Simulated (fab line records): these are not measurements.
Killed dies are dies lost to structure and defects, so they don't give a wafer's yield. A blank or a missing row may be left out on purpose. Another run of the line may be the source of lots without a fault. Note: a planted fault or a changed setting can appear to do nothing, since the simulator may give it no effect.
Split-lot trial || flow n5-finfet || route with 1938 steps; 7 lots, 21 wafers read

== SPLIT DETAILS ==
At N5_FIN_SAQP_EXPOSE_13 (exposes mask FIN CORE, target cd 35.6 nm), the setting dose-mj was moved away from the recipe's 63.25 on 4 of the 21 wafers read, by -7.2% to -5.9%. All remaining wafers had this setting at the recipe value.

== FROM THE SPLIT TO THE READING: what the file shows between them, 2 steps ==
- N5_FIN_SAQP_PEB_14: peb time 60 s
- N5_FIN_SAQP_DEVELOP_15: develop time 30 s

== THE READING ==
Shown in nm: cd-nm at N5_FIN_SAQP_CD_MEAS_16, with target cd 35.6 nm. A value of 35.54 nm with a standard deviation of 0.26 nm is what fault-free wafers of this fab line usually give.

{"wafer": "L075.1", "tool, chamber at the split": "arfi-scanner-01, 0", "dose-mj as run": 63.25, "against the recipe": "recipe", "cd-nm, nm": 35.27, "against lot-mates on the recipe": "-"}
{"wafer": "L075.4", "tool, chamber at the split": "arfi-scanner-01, 0", "dose-mj as run": 63.25, "against the recipe": "recipe", "cd-nm, nm": 35.15, "against lot-mates on the recipe": "-"}
{"wafer": "L075.5", "tool, chamber at the split": "arfi-scanner-01, 0", "dose-mj as run": 63.25, "against the recipe": "recipe", "cd-nm, nm": 35.43, "against lot-mates on the recipe": "-"}
{"wafer": "L076.1", "tool, chamber at the split": "arfi-scanner-03, 0", "dose-mj as run": 63.25, "against the recipe": "recipe", "cd-nm, nm": 35.31, "against lot-mates on the recipe": "-"}
{"wafer": "L076.4", "tool, chamber at the split": "arfi-scanner-03, 0", "dose-mj as run": 63.25, "against the recipe": "recipe", "cd-nm, nm": 35.16, "against lot-mates on the recipe": "-"}
{"wafer": "L076.5", "tool, chamber at the split": "arfi-scanner-03, 0", "dose-mj as run": 63.25, "against the recipe": "recipe", "cd-nm, nm": 35.29, "against lot-mates on the recipe": "-"}
{"wafer": "L084.1", "tool, chamber at the split": "arfi-scanner-02, 0", "dose-mj as run": 58.71, "against the recipe": "-7.2%", "cd-nm, nm": 37.34, "against lot-mates on the recipe": "+1.85"}
{"wafer": "L084.4", "tool, chamber at the split": "arfi-scanner-02, 0", "dose-mj as run": 63.25, "against the recipe": "recipe", "cd-nm, nm": 35.49, "against lot-mates on the recipe": "-"}
{"wafer": "L084.5", "tool, chamber at the split": "arfi-scanner-02, 0", "dose-mj as run": 58.71, "against the recipe": "-7.2%", "cd-nm, nm": 36.95, "against lot-mates on the recipe": "+1.46"}
{"wafer": "L091.3", "tool, chamber at the split": "arfi-scanner-03, 0", "dose-mj as run": 63.25, "against the recipe": "recipe", "cd-nm, nm": 35.36, "against lot-mates on the recipe": "-"}
{"wafer": "L091.4", "tool, chamber at the split": "arfi-scanner-03, 0", "dose-mj as run": 63.25, "against the recipe": "recipe", "cd-nm, nm": 35.46, "against lot-mates on the recipe": "-"}
{"wafer": "L091.5", "tool, chamber at the split": "arfi-scanner-03, 0", "dose-mj as run": 63.25, "against the recipe": "recipe", "cd-nm, nm": 35.57, "against lot-mates on the recipe": "-"}
{"wafer": "L094.1", "tool, chamber at the split": "arfi-scanner-03, 0", "dose-mj as run": 63.25, "against the recipe": "recipe", "cd-nm, nm": 35.80, "against lot-mates on the recipe": "-"}
{"wafer": "L094.4", "tool, chamber at the split": "arfi-scanner-03, 0", "dose-mj as run": 63.25, "against the recipe": "recipe", "cd-nm, nm": 35.87, "against lot-mates on the recipe": "-"}
{"wafer": "L094.6", "tool, chamber at the split": "arfi-scanner-03, 0", "dose-mj as run": 63.25, "against the recipe": "recipe", "cd-nm, nm": 35.53, "against lot-mates on the recipe": "-"}
{"wafer": "L095.1", "tool, chamber at the split": "arfi-scanner-02, 0", "dose-mj as run": 63.25, "against the recipe": "recipe", "cd-nm, nm": 35.48, "against lot-mates on the recipe": "-"}
{"wafer": "L095.2", "tool, chamber at the split": "arfi-scanner-02, 0", "dose-mj as run": 63.25, "against the recipe": "recipe", "cd-nm, nm": 35.42, "against lot-mates on the recipe": "-"}
{"wafer": "L095.5", "tool, chamber at the split": "arfi-scanner-02, 0", "dose-mj as run": 63.25, "against the recipe": "recipe", "cd-nm, nm": 35.52, "against lot-mates on the recipe": "-"}
{"wafer": "L097.1", "tool, chamber at the split": "arfi-scanner-03, 0", "dose-mj as run": 59.51, "against the recipe": "-5.9%", "cd-nm, nm": 36.83, "against lot-mates on the recipe": "+1.93"}
{"wafer": "L097.2", "tool, chamber at the split": "arfi-scanner-03, 0", "dose-mj as run": 63.25, "against the recipe": "recipe", "cd-nm, nm": 34.90, "against lot-mates on the recipe": "-"}
{"wafer": "L097.3", "tool, chamber at the split": "arfi-scanner-03, 0", "dose-mj as run": 59.51, "against the recipe": "-5.9%", "cd-nm, nm": 37.06, "against lot-mates on the recipe": "+2.16"}

FIT RESULTS
A straight line over all 21 wafers: cd-nm changes by -0.248 nm for each +1% of dose-mj; r = -0.95; the points scatter about the line by 0.23 nm.
The same after taking each lot's own level away (the mean of its wafers on the recipe; 21 wafers): -0.276 nm for each +1%; r = -0.96; scatter 0.21 nm.
According to that fit, moving dose-mj by its largest amount changes the reading by 2 nm.
Across the lots, their own levels run from 34.900 to 35.733 nm, a range of 3.2 times the standard deviation given above.
So the lot-to-lot level changes the slope little: the two slopes agree.
Check: +2.05 nm against its lot-mates is what the line predicts for one of the wafers moved furthest among these (-7.2%) when that wafer is left out of the fit. Against them it came out at +1.85 nm.

== THESE WAFERS: OTHER SPLITS ==
These wafers also went through other splits before the reading. Each is held against what the fit with the lots' levels taken away leaves over:
{"other split on the same wafers": "N5_ZERO_LAYER_PECVD_02 time-s", "wafers away from the commonest value": 7, "r with cd-nm (lot level and that fit taken away)": -0.08}
{"other split on the same wafers": "N5_ZERO_LAYER_COAT_05 spin-rpm", "wafers away from the commonest value": 2, "r with cd-nm (lot level and that fit taken away)": "+0.17"}
{"other split on the same wafers": "N5_WELL_APT_PEB_23 peb-time-s", "wafers away from the commonest value": 8, "r with cd-nm (lot level and that fit taken away)": "+0.23"}

== THE FILE'S OWN FIT ==
cd-nm changes by -0.277 nm for each +1% of dose-mj, r = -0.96.
